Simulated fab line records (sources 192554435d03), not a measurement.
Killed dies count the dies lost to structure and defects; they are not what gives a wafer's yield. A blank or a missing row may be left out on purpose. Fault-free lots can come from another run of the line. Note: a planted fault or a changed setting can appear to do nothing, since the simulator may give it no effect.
Which tool was responsible? / flow n5-finfet / 11 lots, 33 wafers sampled, at 3 steps of a route of 1938

## WHAT EACH GAUGE READ, for each wafer
N5_BEOL_M10_RS_MEAS_57: a four-point-probe measurement. Usual: M10_RS gives 0.150 ohm/sq (standard deviation 0.0041).
lot=L208; measured=day 10 21:15; on=film-metro-02; M10_RS (ohm/sq)=0.153 0.143 0.149; flag=
lot=L211; measured=day 10 23:56; on=film-metro-02; M10_RS (ohm/sq)=0.146 0.145 0.157; flag=
lot=L209; measured=day 11 01:46; on=film-metro-01; M10_RS (ohm/sq)=0.146 0.149 0.151; flag=
lot=L214; measured=day 11 10:26; on=film-metro-02; M10_RS (ohm/sq)=0.153 0.150 0.155; flag=
lot=L212; measured=day 11 15:23; on=film-metro-01; M10_RS (ohm/sq)=0.147 0.156 0.148; flag=
lot=L217; measured=day 13 10:00; on=film-metro-01; M10_RS (ohm/sq)=0.151 0.149 0.152; flag=
lot=L219; measured=day 13 18:04; on=film-metro-02; M10_RS (ohm/sq)=0.153 0.144 0.145; flag=
lot=L220; measured=day 14 03:52; on=film-metro-01; M10_RS (ohm/sq)=0.158 0.148 0.153; flag=
lot=L222; measured=day 14 12:43; on=film-metro-01; M10_RS (ohm/sq)=0.152 0.143 0.142; flag=
lot=L223; measured=day 14 14:08; on=film-metro-02; M10_RS (ohm/sq)=0.146 0.151 0.151; flag=
lot=L225; measured=day 14 15:40; on=film-metro-01; M10_RS (ohm/sq)=0.144 0.144 0.153; flag=

N5_BEOL_M11_OVL_MEAS_12. Usual: M11_OVL gives 0.4 nm (standard deviation 0.79).
lot=L208; measured=day 10 22:56; on=overlay-01; M11_OVL (nm)=1.0 1.5 0.4; flag=
lot=L211; measured=day 11 01:59; on=overlay-01; M11_OVL (nm)=-0.2 -0.4 -0.1; flag=
lot=L209; measured=day 11 03:05; on=overlay-02; M11_OVL (nm)=1.0 0.8 1.2; flag=
lot=L214; measured=day 11 13:56; on=overlay-01; M11_OVL (nm)=0.3 -0.4 0.5; flag=
lot=L212; measured=day 11 17:26; on=overlay-01; M11_OVL (nm)=0.7 1.1 0.8; flag=
lot=L217; measured=day 13 13:18; on=overlay-02; M11_OVL (nm)=-0.2 0.7 -0.5; flag=
lot=L219; measured=day 13 20:04; on=overlay-02; M11_OVL (nm)=0.6 0.7 1.3; flag=
lot=L220; measured=day 14 05:39; on=overlay-01; M11_OVL (nm)=1.2 0.4 0.6; flag=
lot=L222; measured=day 14 13:59; on=overlay-02; M11_OVL (nm)=0.5 0.4 0.0; flag=
lot=L223; measured=day 14 16:20; on=overlay-01; M11_OVL (nm)=0.2 -0.1 -0.7; flag=
lot=L225; measured=day 14 19:25; on=overlay-01; M11_OVL (nm)=0.1 -0.1 1.0; flag=

## EACH LOT AND THE TOOL THAT RAN IT (in order: tool; ch and the chambers of the sampled wafers; start)
lot=L208; N5_BEOL_M11_HM_DEP_02=pvd-sputter-02, day 10 22:25
lot=L211; N5_BEOL_M11_HM_DEP_02=pvd-sputter-01, day 11 01:28
lot=L209; N5_BEOL_M11_HM_DEP_02=pvd-sputter-02, day 11 02:34
lot=L214; N5_BEOL_M11_HM_DEP_02=pvd-sputter-02, day 11 13:32
lot=L212; N5_BEOL_M11_HM_DEP_02=pvd-sputter-02, day 11 17:02
lot=L217; N5_BEOL_M11_HM_DEP_02=pvd-sputter-01, day 13 12:46
lot=L219; N5_BEOL_M11_HM_DEP_02=pvd-sputter-02, day 13 19:33
lot=L220; N5_BEOL_M11_HM_DEP_02=pvd-sputter-03, day 14 05:07
lot=L222; N5_BEOL_M11_HM_DEP_02=pvd-sputter-02, day 14 13:28
lot=L223; N5_BEOL_M11_HM_DEP_02=pvd-sputter-02, day 14 15:58
lot=L225; N5_BEOL_M11_HM_DEP_02=pvd-sputter-02, day 14 18:53
- N5_BEOL_M11_HM_DEP_02: deposits TiN, target thk 20 nm.

## AS READ BY THE TOOLS THEMSELVES (means over the sampled wafers that have a number; for cases with no such wafer, the mark the record gives instead)
N5_BEOL_M11_HM_DEP_02. Usual: throttle-valve-pct reads 29.9 % (standard deviation 1).
lot=L208; tool=pvd-sputter-02; throttle-valve-pct (%)=29.7; flag=
lot=L211; tool=pvd-sputter-01; throttle-valve-pct (%)=29.7; flag=
lot=L209; tool=pvd-sputter-02; throttle-valve-pct (%)=30.1; flag=
lot=L214; tool=pvd-sputter-02; throttle-valve-pct (%)=30.1; flag=
lot=L212; tool=pvd-sputter-02; throttle-valve-pct (%)=29.6; flag=
lot=L217; tool=pvd-sputter-01; throttle-valve-pct (%)=30.7; flag=
lot=L219; tool=pvd-sputter-02; throttle-valve-pct (%)=29.9; flag=
lot=L220; tool=pvd-sputter-03; throttle-valve-pct (%)=28.8; flag=
lot=L222; tool=pvd-sputter-02; throttle-valve-pct (%)=30.2; flag=
lot=L223; tool=pvd-sputter-02; throttle-valve-pct (%)=29.6; flag=
lot=L225; tool=pvd-sputter-02; throttle-valve-pct (%)=29.7; flag=

## THE ANSWER, worked out from the rows above alone
Rule: take the mean of a lot's wafers that have a number; if it is more than 3 standard deviations from the usual mean, the lot is off. Also off: a lot with no number at a reading for which 4 or more lots have one. All remaining lots with rows at the step are treated as sound. After the gauges, taken in route order, come the tools' own readings; for these a lot's mean is taken, as printed above. At the first step where some lot is off, the reading lying furthest off is the one used; lots without a number count as furthest.
No lot is off on any of the readings shown, so nothing can be concluded from this.

## WHAT THE SIMULATOR HAD PUT IN
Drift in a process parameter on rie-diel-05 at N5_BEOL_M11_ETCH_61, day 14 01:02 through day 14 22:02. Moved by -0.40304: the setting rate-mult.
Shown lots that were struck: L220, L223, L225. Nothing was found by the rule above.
